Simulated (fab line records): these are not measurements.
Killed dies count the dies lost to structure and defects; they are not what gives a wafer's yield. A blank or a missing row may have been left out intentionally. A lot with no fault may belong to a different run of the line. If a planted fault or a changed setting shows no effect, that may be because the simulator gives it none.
Chamber matching    flow n5_finfet    rie_diel-05 running N5_BEOL_M8_VIA_ETCH_34: 4 sister chambers
The step etches SiCOH lowk in C4F6/O2, target depth 125.5 nm, time 50.5 s. 4 wafers are shown with their chamber, then 7 later ones without.

## WAFERS PAIRED WITH THEIR CHAMBERS
wafer   chamber  showerhead_plenum_p_Torr (Torr)
L086.6  0        2.69
L093.6  3        3.04
L092.1  2        2.93
L092.3  1        2.81

## WAFERS WITH NO CHAMBER GIVEN
wafer   showerhead_plenum_p_Torr (Torr)
L092.5  2.81
L090.1  2.81
L090.3  3.04
L090.5  2.81
L096.2  3.02
L096.3  2.93
L096.4  3.04

## WHICH CHAMBER EACH ONE RAN IN
wafer    from the rows above   in truth
L092.5   1                     1
L090.1   1                     1
L090.3   3                     3
L090.5   1                     1
L096.2   3                     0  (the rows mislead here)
L096.3   2                     2
L096.4   3                     3
6 of 7 placed correctly. Not placeable from these rows: 0. Wrongly placed: 1.
How it was worked out, from the rows above alone: a wafer's distance from a chamber is the root of the sum, over the readings, of the square of ((its reading less the chamber's mean) divided by the reading's scatter). If the next closest chamber is less than 2 further off than the closest, the wafer can't be placed; otherwise it belongs to the closest. Each chamber's mean is taken over the wafers shown for it. The scatter: root of mean squared gap, hidden wafer to nearest shown wafer, with one shown wafer a chamber.
